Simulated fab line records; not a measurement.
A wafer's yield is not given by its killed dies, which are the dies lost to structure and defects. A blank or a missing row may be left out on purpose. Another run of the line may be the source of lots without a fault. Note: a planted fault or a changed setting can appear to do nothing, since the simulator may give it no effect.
Chamber matching ; flow n5-finfet ; pecvd-02 running N5_BEOL_M3_DEP_57: 3 sister chambers
The step deposits SiCN from 3MS/NH3, target thk 8 nm, time 14 s. 3 wafers are shown with their chamber, then 12 later ones without.

## WAFERS WITH THEIR CHAMBER
wafer;chamber;throttle-valve-pct (%)
L081.4;2;9.8
L084.4;1;9.3
L084.6;0;8.6

## WAFERS WITHOUT THEIR CHAMBER
wafer;throttle-valve-pct (%)
L086.1;8.1
L086.4;8.5
L086.5;8.8
L088.3;9.3
L088.5;9.2
L088.6;8.5
L092.2;9.3
L092.3;8.7
L092.6;9.2
L093.1;9.0
L093.3;8.4
L093.5;9.1

## CHAMBER TAKEN BY EACH
wafer;from the rows above;in truth
L086.1;0;0
L086.4;0;0
L086.5;can't be placed: 0 or 1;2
L088.3;1;1
L088.5;1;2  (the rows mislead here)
L088.6;0;0
L092.2;1;1
L092.3;0;0
L092.6;1;1
L093.1;can't be placed: 1 or 0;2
L093.3;0;0
L093.5;can't be placed: 1 or 0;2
Placed correctly: 8 of 12. These rows do not allow placing 3 (true chamber among the candidates in 0). Number placed wrongly: 1.
How it was worked out, from the rows above alone: a wafer's distance from a chamber is the root of the sum, over the readings, of the square of ((its reading less the chamber's mean) divided by the reading's scatter). If the next closest chamber is less than 2 further off than the closest, the wafer can't be placed; otherwise it belongs to the closest. A chamber's mean is the mean of its shown wafers. The scatter: with one shown wafer a chamber, the root of the mean of the squares of how far each hidden wafer lies from its nearest shown one.
